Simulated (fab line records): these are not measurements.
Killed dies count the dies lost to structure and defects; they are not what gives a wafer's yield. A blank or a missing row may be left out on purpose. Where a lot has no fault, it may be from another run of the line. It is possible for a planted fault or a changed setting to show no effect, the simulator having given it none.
A lot that was struck, set against a sound lot	flow n5 finfet	15 out of 1938 route steps
Sound: the wafers L995.1, L995.2, L995.6. Struck: wafer L992.1; the same lot's L992.6 was not struck, so it is left out; see the end for the cause.
At each step with rows: each side's tool, then ch and its chambers, then its first start. Under that, the readings that differ: sound wafers	struck wafers	difference of the means	sigmas: that difference in standard deviations of wafers without a fault.
alike: same words and numbers on both sides, and readings whose means sit less than 2 such deviations apart. not compared: any withheld reading, any reading some wafer has no value for, any bound like >300 that may hide the same value, and any number with overlapping values for which the record gives no deviation.
The two part at a step that has a row with sigmas, a row that says differs or no value, or rows on one side only. Non-overlapping numbers with no deviation appear without sigmas and do not part them. A reading missing from all wafers of one side parts the sides only when that side holds two or more wafers.

first, 7 steps without rows for these wafers: N5_PASSIVATION_COAT_24; N5_PASSIVATION_EBR_26; N5_PASSIVATION_SOFTBAKE_25 (time 90 s); N5_PASSIVATION_EXPOSE_27 (exposes mask PAD, defocus 0 nm); N5_PASSIVATION_PEB_28; N5_PASSIVATION_DEVELOP_29 (develop time 60 s); N5_PASSIVATION_HARDBAKE_31 (time 120 s).
N5_PASSIVATION_CD_MEAS_30: the cd target is 4000 nm.
  sound on cd sem-02 ch 0, day 15 11:56; struck on cd sem-03 ch 0, day 14 20:21
  alike: cd nm
N5_PASSIVATION_OVL_MEAS_63:
  sound on overlay-01 ch 0, day 15 11:58; struck on overlay-02 ch 0, day 14 20:23
  alike: PAD_OVL
N5_PASSIVATION_INSPECT_64: inspects for defects (macro).
  sound on defect inspect-02, day 15 11:59; struck on defect inspect-01, day 14 20:25
  alike: raw defect count
N5_PASSIVATION_DESCUM_32: chemistry O2, time 7.9 s.
  sound on rie diel-01 ch 0,2, day 15 12:01; struck on rie diel-01 ch 2, day 14 20:26
  alike: drypump motor current A, oes product au, rf vpp V, showerhead plenum p Torr, throttle valve pct
  not compared: rf hours counter h
N5_PASSIVATION_AL_ETCH_33: etches Al in Cl2/BCl3, stops on TaN, target depth 2800 nm, time 466.7 s.
  sound on rie metal-01 ch 0,1, day 15 12:06; struck on rie metal-03 ch 1, day 14 20:32
  alike: drypump motor current A, he backside leak sccm, oes product au, throttle valve pct
  not compared: rf hours counter h
N5_PASSIVATION_ETCH_59: etches TaN in Cl2/BCl3, target depth 65 nm, time 34.9 s.
  sound on rie metal-01 ch 0,1, day 15 12:31; struck on rie metal-03 ch 1, day 14 20:56
reading	sound	struck	difference	sigmas
model.etch.depth nm (nm)	64.44 63.35 64.74	76.08	+11.90	
  alike: drypump motor current A, he backside leak sccm, oes product au, throttle valve pct
  not compared: rf hours counter h
N5_PASSIVATION_STRIP_34: strips in O2.
  sound on rie diel-05 ch 0,2, day 15 12:41; struck on rie diel-05 ch 0, day 14 21:03
  alike: drypump motor current A, oes product au, rf vpp V, showerhead plenum p Torr, throttle valve pct
  not compared: rf hours counter h
N5_PASSIVATION_PROBE_49:
  the record has rows for the struck wafers here (prober-02, day 15 01:21) and none for the sound ones

WHERE THEY PART
Only at N5_PASSIVATION_PROBE_49, as far as this record shows.

WHY: whatever the simulator had introduced
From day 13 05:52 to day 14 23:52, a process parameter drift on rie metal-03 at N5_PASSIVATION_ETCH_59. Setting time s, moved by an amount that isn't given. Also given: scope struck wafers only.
